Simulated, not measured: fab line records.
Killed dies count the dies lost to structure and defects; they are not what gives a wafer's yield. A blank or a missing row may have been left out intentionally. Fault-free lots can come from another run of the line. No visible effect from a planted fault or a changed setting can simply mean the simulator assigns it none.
Split-lot experiment	flow n5-finfet	route with 1938 steps; 7 lots, 39 wafers read

== ON THE SPLIT ==
At N5_DUMMY_GATE_ETCH_31 (etches SiO2 in C4F6/O2, target depth 82.5 nm, time 27.5 s), the setting target-depth-a was moved away from the recipe's 825 angstrom on 15 of the 39 wafers read, by -37.2% to +48.1%. The other wafers ran this setting at the recipe's value.

The reading comes from the split's own step.

== THE READING ==
SOC_of_DUMMY_GATE_COAT_34.thk-nm (the simulator's own value, which no gauge read), in nm, at N5_DUMMY_GATE_ETCH_31 (etches SiO2 in C4F6/O2, target depth 82.5 nm, time 27.5 s). The file does not state a usual value for it. Average 51.9 nm, standard deviation 0.22 nm, over the 24 wafers here run with the recipe.

wafer	tool, chamber at the split	target-depth-a as run, angstrom	against the recipe	SOC_of_DUMMY_GATE_COAT_34.thk-nm, nm	against lot-mates on the recipe
L074.1	rie-diel-03, 0	825	recipe	51.6	-
L074.2	rie-diel-03, 1	825	recipe	51.6	-
L074.3	rie-diel-03, 2	825	recipe	52	-
L074.4	rie-diel-03, 3	825	recipe	52	-
L074.5	rie-diel-03, 3	825	recipe	51.8	-
L074.6	rie-diel-03, 2	825	recipe	52.2	-
L077.1	rie-diel-03, 2	825	recipe	52.2	-
L077.2	rie-diel-03, 1	825	recipe	52	-
L077.3	rie-diel-03, 3	1222	+48.1%	48.2	-3.8
L077.4	rie-diel-03, 0	825	recipe	51.8	-
L077.5	rie-diel-03, 3	1222	+48.1%	48	-4.0
L077.6	rie-diel-03, 0	1222	+48.1%	47.8	-4.2
L079.2	rie-diel-03, 0	825	recipe	51.8	-
L079.4	rie-diel-03, 3	825	recipe	51.8	-
L079.6	rie-diel-03, 1	825	recipe	52	-
L085.1	rie-diel-03, 0	825	recipe	52	-
L085.2	rie-diel-03, 3	519.9	-37.0%	54.8	+2.7
L085.3	rie-diel-03, 2	825	recipe	52.2	-
L085.4	rie-diel-03, 1	519.9	-37.0%	55	+2.9
L085.5	rie-diel-03, 1	825	recipe	52	-
L085.6	rie-diel-03, 2	519.9	-37.0%	55	+2.9
L090.1	rie-diel-03, 3	825	recipe	51.8	-
L090.2	rie-diel-03, 0	999.9	+21.2%	50	-1.7
L090.3	rie-diel-03, 1	999.9	+21.2%	50.2	-1.5
L090.4	rie-diel-03, 3	825	recipe	51.8	-
L090.5	rie-diel-03, 1	999.9	+21.2%	50.4	-1.3
L090.6	rie-diel-03, 0	825	recipe	51.4	-
L091.1	rie-diel-06, 2	643.5	-22.0%	53.8	+1.9
L091.2	rie-diel-06, 3	643.5	-22.0%	53.6	+1.7
L091.3	rie-diel-06, 0	825	recipe	52	-
L091.4	rie-diel-06, 1	643.5	-22.0%	53.8	+1.9
L091.5	rie-diel-06, 2	825	recipe	52	-
L091.6	rie-diel-06, 3	825	recipe	51.8	-
L093.1	rie-diel-06, 3	825	recipe	51.4	-
L093.2	rie-diel-06, 1	518.4	-37.2%	54.8	+3.2
L093.3	rie-diel-06, 2	825	recipe	51.8	-
L093.4	rie-diel-06, 0	518.4	-37.2%	54.8	+3.2
L093.5	rie-diel-06, 2	825	recipe	51.6	-
L093.6	rie-diel-06, 1	518.4	-37.2%	54.8	+3.2

FIT RESULTS
A straight line over all 39 wafers: SOC_of_DUMMY_GATE_COAT_34.thk-nm changes by -0.0808 nm for each +1% of target-depth-a; r = -0.99; the points scatter about the line by 0.2 nm.
The same after taking each lot's own level away (the mean of its wafers on the recipe; 39 wafers): -0.0813 nm for each +1%; r = -0.99; scatter 0.18 nm.
The reading moves by 3.9 nm for the largest change in target-depth-a, on that fit.
The lots' own levels span 51.60 to 52.07 nm, that is 2.1 times the standard deviation above.
Hence the lot-to-lot level has little effect on the slope; both slopes agree.
Check: with one of the wafers moved furthest among these (+48.1%) left out of the fit, the line predicts -3.91 nm for it against its lot-mates. Against them it came out at -3.8 nm.

== THE WHOLE CHAIN: every reading that the file lists as answering this split, in the file's order ==
step	what it does	reading	change (the file's fit)	r (the file's)
N5_DUMMY_GATE_ETCH_31	etches SiO2 in C4F6/O2, target depth 82.5 nm, time 27.5 s	etch.depth-nm (the simulator's own value, which no gauge read)	+0.83 nm for each +1% of the setting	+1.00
N5_DUMMY_GATE_ETCH_31	etches SiO2 in C4F6/O2, target depth 82.5 nm, time 27.5 s	SOC_of_DUMMY_GATE_COAT_34.thk-nm (the simulator's own value, which no gauge read)	-0.0814 nm for each +1% of the setting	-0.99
N5_DUMMY_GATE_ETCH_44	etches poly-Si in HBr/O2, stops on SiO2, target depth 127.5 nm	oes-product-au	not straight: 0.370 at the lowest setting, 0.723 at the recipe, 0.726 at the highest	not given

== FILE'S OWN FIT ==
SOC_of_DUMMY_GATE_COAT_34.thk-nm changes by -0.0814 nm for each +1% of target-depth-a, r = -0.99.
